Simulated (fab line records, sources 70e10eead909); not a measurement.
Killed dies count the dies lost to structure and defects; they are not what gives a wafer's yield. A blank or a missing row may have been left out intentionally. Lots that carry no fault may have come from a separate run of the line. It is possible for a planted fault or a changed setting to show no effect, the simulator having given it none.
Struck lot and sound lot, side by side    flow nand harc    16 out of 1302 route steps
Sound: wafers L814.1, L814.2, L814.5. The struck wafers were L823.1, L823.6. The cause is named last.
At each step with rows: each side's tool, then ch and its chambers, then its first start. Under that, the readings that differ: sound wafers    struck wafers    difference of the means    sigmas: that difference in standard deviations of wafers without a fault.
alike: a reading whose means differ by less than 2 such deviations, as well as words and numbers matching on both sides. not compared: withheld readings; readings where some wafer has no value; bounds like >300 that might hide an equal value; numbers whose values overlap and for which the record gives no deviation.
The two part at a step that has a row with sigmas, a row that says differs or no value, or rows on one side only. Numbers that don't overlap but have no deviation are shown without sigmas and don't part them. Lack of a reading on every wafer of one side parts them only where that side has two or more wafers.

first, 1 step without rows for these wafers: NHARC_P_M0_DESCUM_14 (chemistry O2, time 3 s).
NHARC_P_M0_ETCH_34: etches the open film in N2/H2, target depth 40 nm, overetch 12 nm, time 43.94 s.
  sound on rie diel-10 ch 1,2, day 6 06:49; struck on rie diel-10 ch 1,2, day 10 03:52
  alike: drypump motor current A, n2 flow sccm, oes product au, rf vpp V, showerhead plenum p Torr, throttle valve pct
  not compared: rf hours counter h
NHARC_P_M0_ETCH_15: etches the open film in C4F8/Ar, target depth 150 nm, overetch 15 nm, time 82.5 s.
  sound on rie diel-10 ch 1,2,3; struck on rie diel-10 ch 2,3
  alike: oes product au, rf vpp V
  not compared: rf hours counter h
NHARC_P_M0_CD_MEAS_16:
  sound: cd sem-02 at day 6 07:02; struck: cd sem-01 at day 10 04:06
  alike: cd nm
NHARC_P_M0_STRIP_18: strips in N2/H2.
  sound on rie diel-01 ch 0,2, day 6 07:07; struck on rie diel-10 ch 1,2, day 10 04:22
  alike: drypump motor current A, n2 flow sccm, oes product au, rf vpp V, showerhead plenum p Torr, throttle valve pct
  not compared: rf hours counter h
then, 1 step without rows for these wafers: NHARC_P_M0_STRIP_19 (strips in post etch residue remover, time 600 s).
NHARC_P_M0_DEGAS_28: time 60 s.
  sound: pvd sputter-03 at day 6 07:40; struck: pvd sputter-02 at day 10 04:52
  alike: heater power w
then, 2 steps without rows for these wafers: NHARC_P_M0_PRE_CLEAN_29 (time 30 s); NHARC_P_M0_PVD_20 (deposits TaN, target thk 5 nm, time 8.06 s).
NHARC_P_M0_PVD_21: deposits Cu, target thk 30 nm, time 20.49 s.
  sound on pvd sputter-03; struck on pvd sputter-02
  alike: throttle valve pct
then, 2 steps without rows for these wafers: NHARC_P_M0_ECD_22 (material Cu, target thk 400 nm); NHARC_P_M0_ANNEAL_30 (time 90 s).
NHARC_P_M0_CMP_23: polishes, t overpolish 20 s, target thk 117.54 nm.
  sound on cmp-03 ch 0,2, day 6 08:46; struck on cmp-03 ch 2, day 10 05:58
reading                 sound     struck  difference  sigmas
time to endpoint s (s)  20 28 28  16 15   -10         -3
  alike: motor current A
NHARC_P_M0_THK_MEAS_24: measures by xrf.
  sound: film metro-02 at day 6 09:04; struck: film metro-02 at day 10 06:16
reading      sound              struck       difference  sigmas
thk nm (nm)  115.8 116.9 117.8  110.3 109.2  -7.1        -4
after that, 1 step had no rows for these wafers: NHARC_P_M0_SRD_25.
-- break in the record here, with 18 days between the starts of the struck wafers on either side (left off in module P_M0, picked up again in module END, where the first step shown is number 1302 on the route) --
NHARC_END_SORT_01:
  sound on prober-02 ch 0, day 24 22:01; struck on prober-02 ch 0, day 28 09:34
  alike: defect limited yield, killed at array, killed at other, killed at periphery, killed dies, killed open, killed short

## WHERE THEY PART
First at NHARC_P_M0_CMP_23; last, within this record, at NHARC_P_M0_THK_MEAS_24. Later steps at which nothing parts them and some readings are alike: NHARC_END_SORT_01.

WHY: what had been put in by the simulator
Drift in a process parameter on cmp-03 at NHARC_P_M0_CMP_23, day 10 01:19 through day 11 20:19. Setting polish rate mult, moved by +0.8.
